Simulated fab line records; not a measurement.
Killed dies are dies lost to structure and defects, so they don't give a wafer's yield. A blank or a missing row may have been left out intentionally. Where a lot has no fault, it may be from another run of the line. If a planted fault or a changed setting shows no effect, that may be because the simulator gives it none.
Matching of chambers + flow n5 finfet + N5_HKMG_FIN_HK_ALD_01 on ald hk-03: 4 sister chambers
The step deposits HfO2, target thk 1.6 nm, pulse time 3 s, purge time 3 s. 8 wafers are shown with their chamber, then 10 later ones without.

WAFERS PAIRED WITH THEIR CHAMBERS
| wafer  | chamber | precursor pulse height rel |
|--------|---------|----------------------------|
| L080.1 | 0       | 1.002                      |
| L082.3 | 2       | 1.043                      |
| L082.4 | 3       | 0.978                      |
| L085.3 | 2       | 1.020                      |
| L085.4 | 3       | 1.018                      |
| L085.6 | 1       | 1.022                      |
| L087.3 | 0       | 1.005                      |
| L087.5 | 1       | 0.995                      |

WAFERS MISSING THEIR CHAMBER
| wafer  | precursor pulse height rel |
|--------|----------------------------|
| L087.6 | 0.977                      |
| L088.1 | 1.004                      |
| L088.3 | 1.023                      |
| L088.5 | 1.000                      |
| L090.1 | 0.972                      |
| L090.2 | 0.983                      |
| L090.4 | 1.009                      |
| L096.1 | 0.989                      |
| L096.5 | 0.992                      |
| L096.6 | 0.986                      |

THE CHAMBER EACH PASSED THROUGH
| wafer  | from the rows above               | in truth |
|--------|-----------------------------------|----------|
| L087.6 | can't be placed: 3 or 0 or 1 or 2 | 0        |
| L088.1 | can't be placed: 0 or 1 or 3 or 2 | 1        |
| L088.3 | can't be placed: 2 or 1 or 0 or 3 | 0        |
| L088.5 | can't be placed: 3 or 0 or 1 or 2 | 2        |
| L090.1 | can't be placed: 3 or 0 or 1 or 2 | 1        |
| L090.2 | can't be placed: 3 or 0 or 1 or 2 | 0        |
| L090.4 | can't be placed: 1 or 0 or 3 or 2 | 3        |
| L096.1 | can't be placed: 3 or 0 or 1 or 2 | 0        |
| L096.5 | can't be placed: 3 or 0 or 1 or 2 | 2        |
| L096.6 | can't be placed: 3 or 0 or 1 or 2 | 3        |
0 of 10 placed correctly. These rows do not allow placing 10 (true chamber among the candidates in 10). Number placed wrongly: 0.
How it was worked out, from the rows above alone: a wafer's distance from a chamber is the root of the sum, over the readings, of the square of ((its reading less the chamber's mean) divided by the reading's scatter). If the next closest chamber is less than 2 further off than the closest, the wafer can't be placed; otherwise it belongs to the closest. Each chamber's mean is taken over the wafers shown for it. The scatter is the square root of a quotient: the sum, over the shown wafers, of each reading's squared deviation from its chamber's mean, divided by wafers minus chambers.
